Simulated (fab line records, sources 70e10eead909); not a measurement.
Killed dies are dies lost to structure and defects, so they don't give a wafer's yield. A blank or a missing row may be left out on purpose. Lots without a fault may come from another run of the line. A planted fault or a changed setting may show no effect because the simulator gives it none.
fab line records | flow nand_harc | part 2 of 2: steps 4 to 6 of 6
record lots=23 wafers=69 last_day=25
route steps=1159 shown A_STAIRCASE@585
lots that met no fault: from a run of the same line without faults
start_h: hours from the record's first day to the start of the lot's first wafer shown | wait_h: hours since the lot's step before | " the same as in the row above | L1.1+2: a row that stands for several wafers | - no value, or no start given | * or withheld: withheld | < > ~ a bound
route shown NAME@n: a module of which the file shows steps, and the number in the route of the first | usual: mean/standard deviation of fault-free wafers | same: alike in all rows | chamber/n: place in a boat | sites: the reading at each site | _std_site: their standard deviation | _edge_site: outer sites' mean less inner sites' | radius_mm: how far each site lies from the wafer's centre | mask NAME#n: copy n | behind: the tool/chamber that last shaped the wafer | hold: why the lot was held/for how many hours/how that ended | device: the transistor (n, p or np) that didn't switch | end of line: the same wafers' tests at the end of the route | a step without rows: its recipe alone | killed: dies lost to structure and defects at the first sort, not the wafer's yield | map: a wafer's dies, x killed, . not, _ none there
set.NAME: the setting as run; set.NAME@STEP: as run at that earlier step | model.NAME: the simulator's own value behind a step, which no gauge read
steps of the route over a sample of lots; a table a step, a row a wafer
services: from which hour (start_h, from the record's first day; less than 0 if before it) a tool's chamber was out of use, for how many hours, and why
## steps
# step NHARC_A_STAIRCASE_TRIM_222
# recipe time_s=211.2 o2_flow_sccm=500 ar_flow_sccm=0 bias_w=0 chemistry=O2
# usual drypump_motor_current_A=5.9/0.36 mfc_ar_sccm=0.003/0.0082 oes_product_au=0.997/0.009 rf_vpp_V=57.5/0.93 showerhead_plenum_p_Torr=3.47/0.15 throttle_valve_pct=17.037/0.0097
# columns lot.wafer tool chamber start_h wait_h drypump_motor_current_A mfc_ar_sccm oes_product_au rf_hours_counter_h rf_vpp_V showerhead_plenum_p_Torr throttle_valve_pct
L074.3 rie_diel-01 0 - - 5.7 0 0.991 37 57.7 3.48 17.030
L074.1 " 2 " " 5.8 0 1.000 33 57.1 3.35 17.017
L074.6 " 1 " " 5.6 0 0.988 - 56.9 3.33 17.038
L075.2 rie_diel-01 3 - - 6.0 0 0.989 40 58.0 3.56 17.046
L075.3 " 0 " " 5.8 0 0.992 37 58.3 3.48 17.035
L075.6 " 1 " " 5.6 0 0.982 - 56.7 3.33 17.037
L076.1 rie_diel-01 3 - - 6.0 0 0.995 46 57.1 3.55 17.045
L076.5 " 2 " " 5.8 0 1.003 - 57.1 3.35 17.034
L076.4 " 0 " " 5.8 0 1.003 - 57.1 3.48 17.033
L077.1 rie_diel-01 0 - - 5.8 0 0.997 43 57.4 3.48 17.025
L077.5 " 3 " " 6.0 0 0.994 - 56.4 3.55 17.050
L077.6 " 0 " " 5.7 0 1.000 - 59.3 3.48 17.026
L079.1 rie_diel-13 1 - - 5.3 0 0.993 57 58.4 3.36 17.055
L079.4 " 2 " " 6.6 0.011 1.006 60 55.6 3.27 17.028
L079.6 " 0 " " 5.7 0 0.970 - 58.7 3.58 17.034
L081.1 rie_diel-06 1 - - 6.5 0.002 0.997 12 58.3 3.69 17.030
L081.4 " 2 " " 6.5 0.002 1.006 12 55.6 3.60 17.038
L081.3 " 3 " " 6.3 0.033 1.014 11 57.2 3.29 17.034
L080.2 rie_diel-01 2 - - 5.8 0 1.009 48 56.6 3.35 17.032
L080.4 " 3 " " 6.0 0 0.999 55 57.4 3.55 17.044
L080.6 " 3 " " 6.0 0 0.986 - 58.8 3.55 17.025
L082.1 rie_diel-01 3 - - 6.0 0 0.981 61 57.7 3.54 17.028
L082.2 " 1 " " 5.6 0 0.992 57 57.2 3.32 17.040
L082.4 " 2 " " 5.8 0 1.010 53 56.2 3.34 17.043
L083.1 rie_diel-13 3 - - 5.4 0 0.980 9 55.1 3.29 17.038
L083.3 " 0 " " 5.7 0 0.992 7 58.3 3.57 17.032
L083.6 " 3 " " 5.4 0 0.982 - 56.0 3.29 17.034
L085.3 rie_diel-06 3 - - 6.3 0.033 1.004 21 57.3 3.28 17.035
L085.4 " 2 " " 6.4 0.002 0.998 21 58.2 3.59 17.046
L085.5 " 3 " " 6.3 0.033 1.001 - 55.8 3.28 17.036
L084.3 rie_diel-01 0 - - 5.8 0 0.999 62 57.8 3.47 17.039
L084.6 " 3 " " 6.0 0 0.992 - 56.8 3.54 17.048
L084.5 " 0 " " 5.8 0 0.995 - 57.7 3.47 17.047
L087.2 rie_diel-06 1 - - 6.6 0.002 1.008 25 57.9 3.68 17.047
L087.1 " 3 " " 6.3 0.033 1.006 25 56.7 3.28 17.039
L087.6 " 2 " " 6.5 0.002 0.996 - 58.3 3.59 17.038
L086.4 rie_diel-13 3 - - 5.4 0 0.999 22 56.7 3.28 17.042
L086.1 " 0 " " 5.7 0 1.019 18 58.2 3.57 17.039
L086.6 " 0 " " 5.7 0 1.013 - 57.9 3.57 17.023
L088.3 rie_diel-06 0 - - 5.9 0 0.996 31 58.4 3.59 17.052
L088.1 " 1 " " 6.6 0.002 1.007 30 60.3 3.68 17.048
L088.5 " 3 " " 6.3 0.033 0.995 - 57.6 3.28 17.035
L089.2 rie_diel-01 2 - - 5.8 0 1.002 3 56.5 3.34 17.040
L089.1 " 3 " " 6.0 0 0.990 3 57.5 3.54 17.042
L089.5 " 3 " " 6.0 0 0.994 - 57.5 3.54 17.044
L090.2 rie_diel-06 3 - - 6.3 0.033 1.009 36 56.8 3.28 17.030
L090.1 " 1 " " 6.6 0.002 0.998 36 57.9 3.67 17.038
L090.4 " 2 " " 6.4 0.002 0.993 35 58.0 3.59 17.043
L091.4 rie_diel-13 1 - - 5.3 0 0.997 25 57.7 3.35 17.036
L091.3 " 2 " " 6.5 0.011 0.999 26 59.7 3.79 17.043
L091.1 " 3 " " 5.4 0 0.990 27 56.7 3.28 17.036
L092.1 rie_diel-13 2 - - 6.5 0.011 0.993 27 60.5 3.79 17.042
L092.5 " 2 " " 6.5 0.011 0.992 - 59.3 3.79 17.024
L092.6 " 3 " " 5.4 0 0.991 - 57.0 3.28 17.044
L093.3 rie_diel-06 2 - - 6.5 0.002 0.988 40 57.1 3.58 17.030
L093.1 " 3 " " 6.3 0.033 1.016 40 56.3 3.27 17.030
L093.2 " 0 " " 5.9 0 0.991 41 56.7 3.59 17.045
L094.3 rie_diel-13 3 - - 5.4 0 0.994 33 57.9 3.28 17.027
L094.4 " 1 " " 5.3 0 1.005 31 56.8 3.34 17.026
L094.6 " 3 " " 5.4 0 0.993 - 57.8 3.28 17.041
L095.1 rie_diel-01 0 - - 5.8 0 1.010 13 57.3 3.46 17.041
L095.2 " 3 " " 6.0 0 0.996 13 58.6 3.53 17.041
L095.6 " 1 " " 5.6 0 1.000 - 57.9 3.31 17.039
L096.4 rie_diel-01 1 - - 5.6 0 0.993 15 58.0 3.31 17.047
L096.2 " 3 " " 6.0 0 1.001 19 57.8 3.53 17.017
L096.5 " 0 " " 5.8 0 1.003 - 57.9 3.46 17.045
L097.1 rie_diel-01 3 - - 6.0 0 0.987 24 56.5 3.53 17.024
L097.3 " 1 " " 5.6 0 1.005 21 56.1 3.31 17.041
L097.6 " 0 " " 5.8 0 1.009 - 57.9 3.45 17.029
# step NHARC_A_STAIRCASE_ETCH_230
# recipe target_depth_a=1000 time_s=40.5 ion_energy_ev=400 c4f8_flow_sccm=20 o2_flow_sccm=10 ar_flow_sccm=withheld rf_w=600 bias_w=1000 chemistry=C4F8/O2
# usual oes_product_au=0.944/0.017 rf_vpp_V=893/5.2
# columns lot.wafer tool chamber start_h wait_h oes_product_au rf_hours_counter_h rf_vpp_V
L074.3 rie_diel-01 1 - - 0.934 39 888
L074.1 " 2 " " 0.941 33 890
L074.6 " 2 " " 0.953 - 890
L075.3 rie_diel-13 1 - - 0.956 51 890
L075.2 " 2 " " 0.973 55 887
L075.6 " 1 " " 0.951 - 891
L076.1 rie_diel-13 2 - - 0.931 58 885
L076.4 " 3 " " 0.916 55 887
L076.5 " 1 " " 0.916 - 892
L077.1 rie_diel-01 0 - - 0.933 44 892
L077.5 " 0 " " 0.938 - 895
L077.6 " 2 " " 0.934 - 890
L079.4 rie_diel-13 3 - - 0.940 58 888
L079.1 " 0 " " 0.938 58 899
L079.6 " 3 " " 0.945 - 887
L081.1 rie_diel-06 2 - - 0.955 13 898
L081.3 " 3 " " 0.949 12 886
L081.4 " 0 " " 0.927 12 899
L080.4 rie_diel-13 2 - - 0.953 0 904
L080.2 " 3 " " 0.962 0 888
L080.6 " 1 " " 0.961 - 889
L082.1 rie_diel-13 1 - - 0.941 6 890
L082.4 " 2 " " 0.923 7 907
L082.2 " 3 " " 0.911 7 888
L083.3 rie_diel-01 1 - - 0.945 59 890
L083.1 " 2 " " 0.960 55 890
L083.6 " 0 " " 0.933 - 892
L085.3 rie_diel-06 1 - - 0.951 22 901
L085.4 " 3 " " 0.940 22 887
L085.5 " 0 " " 0.929 - 898
L084.3 rie_diel-01 2 - - 0.935 59 889
L084.6 " 2 " " 0.936 - 890
L084.5 " 3 " " 0.926 - 898
L087.1 rie_diel-06 3 - - 0.940 26 888
L087.2 " 2 " " 0.935 25 897
L087.6 " 0 " " 0.932 - 899
L086.1 rie_diel-06 2 - - 0.934 30 898
L086.4 " 3 " " 0.938 31 887
L086.6 " 3 " " 0.954 - 886
L088.3 rie_diel-06 0 - - 0.928 32 899
L088.1 " 1 " " 0.955 31 901
L088.5 " 0 " " 0.926 - 898
L089.1 rie_diel-01 1 - - 0.948 3 888
L089.2 " 2 " " 0.937 3 888
L089.5 " 1 " " 0.946 - 890
L090.1 rie_diel-01 1 - - 0.967 5 888
L090.4 " 2 " " 0.972 7 889
L090.2 " 0 " " 0.970 7 893
L091.3 rie_diel-01 3 - - 0.976 7 896
L091.4 " 0 " " 0.967 7 892
L091.1 " 1 " " 0.969 5 889
L092.1 rie_diel-13 0 - - 0.959 24 898
L092.6 " 3 " " 0.929 - 887
L092.5 " 0 " " 0.945 - 898
L093.1 rie_diel-06 2 - - 0.925 41 897
L093.2 " 3 " " 0.946 41 886
L093.3 " 1 " " 0.939 41 902
L094.3 rie_diel-06 2 - - 0.960 42 898
L094.4 " 2 " " 0.957 - 897
L094.6 " 1 " " 0.970 - 902
L095.1 rie_diel-01 1 - - 0.949 14 889
L095.2 " 0 " " 0.969 16 893
L095.6 " 1 " " 0.946 - 890
L096.4 rie_diel-01 1 - - 0.957 16 889
L096.2 " 3 " " 0.943 19 897
L096.5 " 1 " " 0.956 - 888
L097.1 rie_diel-01 0 - - 0.944 24 893
L097.3 " 2 " " 0.953 24 888
L097.6 " 3 " " 0.936 - 896
# step NHARC_A_STAIRCASE_STRIP_238
# recipe power_w=1500 temp_c=250 chemistry=O2
# usual drypump_motor_current_A=5.40/0.28 heater_power_w=336/32
# columns lot.wafer tool chamber start_h wait_h drypump_motor_current_A heater_power_w rf_hours_counter_h
L074.1 plasma_asher-02 0 246.69 0.1 5.59 296 18
L074.3 " 1 " " 5.74 326 -
L074.6 " 0 " " 5.59 295 -
L075.2 plasma_asher-02 1 246.98 0.1 5.71 326 19
L075.3 " 1 " " 5.74 327 -
L075.6 " 0 " " 5.58 293 -
L076.1 plasma_asher-02 1 257.88 0.1 5.75 333 23
L076.4 " 0 " " 5.58 293 -
L076.5 " 0 " " 5.58 287 -
L077.1 plasma_asher-01 0 258.42 0.1 5.10 349 53
L077.5 " 0 " " 5.11 348 -
L077.6 " 1 " " 5.14 397 -
L079.1 plasma_asher-01 1 272.53 0.1 5.14 384 58
L079.4 " 0 " " 5.10 353 -
L079.6 " 0 " " 5.09 366 -
L081.1 plasma_asher-02 0 287.89 0.2 5.58 294 35
L081.3 " 0 " " 5.60 288 -
L081.4 " 1 " " 5.73 321 -
L080.2 plasma_asher-02 1 288.17 0.2 5.75 324 35
L080.4 " 0 " " 5.61 293 -
L080.6 " 0 " " 5.60 294 -
L082.2 plasma_asher-01 1 301.81 0.1 5.15 370 5
L082.1 " 0 " " 5.12 342 5
L082.4 " 1 " " 5.15 374 -
L083.1 plasma_asher-01 0 303.42 0.1 5.10 345 5
L083.3 " 1 " " 5.13 370 -
L083.6 " 1 " " 5.13 370 -
L085.4 plasma_asher-01 1 313.71 0.2 5.14 378 -
L085.3 " 0 " " 5.09 349 -
L085.5 " 0 " " 5.09 333 -
L084.3 plasma_asher-01 1 314.78 0.2 5.11 369 -
L084.5 " 0 " " 5.11 348 -
L084.6 " 1 " " 5.11 373 -
L087.2 plasma_asher-01 1 322.67 0.1 5.15 367 11
L087.1 " 0 " " 5.11 347 11
L087.6 " 0 " " 5.12 346 -
L086.1 plasma_asher-02 0 330.34 0.1 5.60 292 48
L086.4 " 1 " " 5.76 331 -
L086.6 " 0 " " 5.59 295 -
L088.1 plasma_asher-02 0 333.20 0.1 5.58 290 49
L088.3 " 1 " " 5.81 316 -
L088.5 " 1 " " 5.76 332 -
L089.1 plasma_asher-01 0 333.45 0.3 5.12 363 15
L089.2 " 1 " " 5.12 382 15
L089.5 " 0 " " 5.11 345 -
L090.1 plasma_asher-02 0 344.47 0.1 5.59 293 53
L090.2 " 1 " " 5.76 331 53
L090.4 " 1 " " 5.76 327 -
L091.1 plasma_asher-02 1 345.86 0.1 5.72 329 53
L091.3 " 1 " " 5.75 327 -
L091.4 " 0 " " 5.60 291 -
L092.1 plasma_asher-01 0 346.38 0.1 5.12 348 20
L092.5 " 1 " " 5.13 382 -
L092.6 " 0 " " 5.11 338 -
L093.1 plasma_asher-02 0 358.53 0.1 5.61 291 57
L093.2 " 1 " " 5.82 318 57
L093.3 " 0 " " 5.61 298 -
L094.3 plasma_asher-01 0 364.08 0.4 5.11 349 -
L094.4 " 1 " " 5.18 372 -
L094.6 " 0 " " 5.10 346 -
L095.2 plasma_asher-01 0 370.18 0.1 5.10 347 32
L095.1 " 1 " " 5.13 370 32
L095.6 " 0 " " 5.08 357 -
L096.2 plasma_asher-01 0 378.01 0.1 5.12 348 36
L096.4 " 1 " " 5.17 379 -
L096.5 " 1 " " 5.16 373 -
L097.1 plasma_asher-02 1 391.89 0.1 5.76 304 8
L097.3 " 1 " " 5.75 310 -
L097.6 " 1 " " 5.74 308 -
## services
# columns tool chamber start_h hours kind
rie_diel-01 0 220.35 - clean
rie_diel-01 1 220.35 - clean
rie_diel-01 2 220.35 - clean
rie_diel-01 3 220.35 - clean
rie_diel-06 - 241.27 9.0 pm
rie_diel-01 0 244.88 - clean
rie_diel-01 1 244.88 - clean
rie_diel-01 2 244.88 - clean
rie_diel-01 3 244.88 - clean
rie_diel-01 1 255.60 2.0 repair
rie_diel-01 0 260.84 5.2 repair
plasma_asher-02 - 263.43 0.5 repair
rie_diel-01 0 269.38 - clean
rie_diel-01 1 269.38 - clean
rie_diel-01 2 269.38 - clean
rie_diel-13 - 276.08 9.0 pm
plasma_asher-01 - 276.52 9.0 pm
rie_diel-06 - 296.99 3.5 repair
rie_diel-01 1 308.71 14.6 repair
rie_diel-13 2 309.80 3.9 repair
rie_diel-01 - 315.40 9.0 pm
rie_diel-01 1 333.90 6.0 repair
rie_diel-06 3 359.28 27.0 repair
plasma_asher-02 - 360.51 9.0 pm
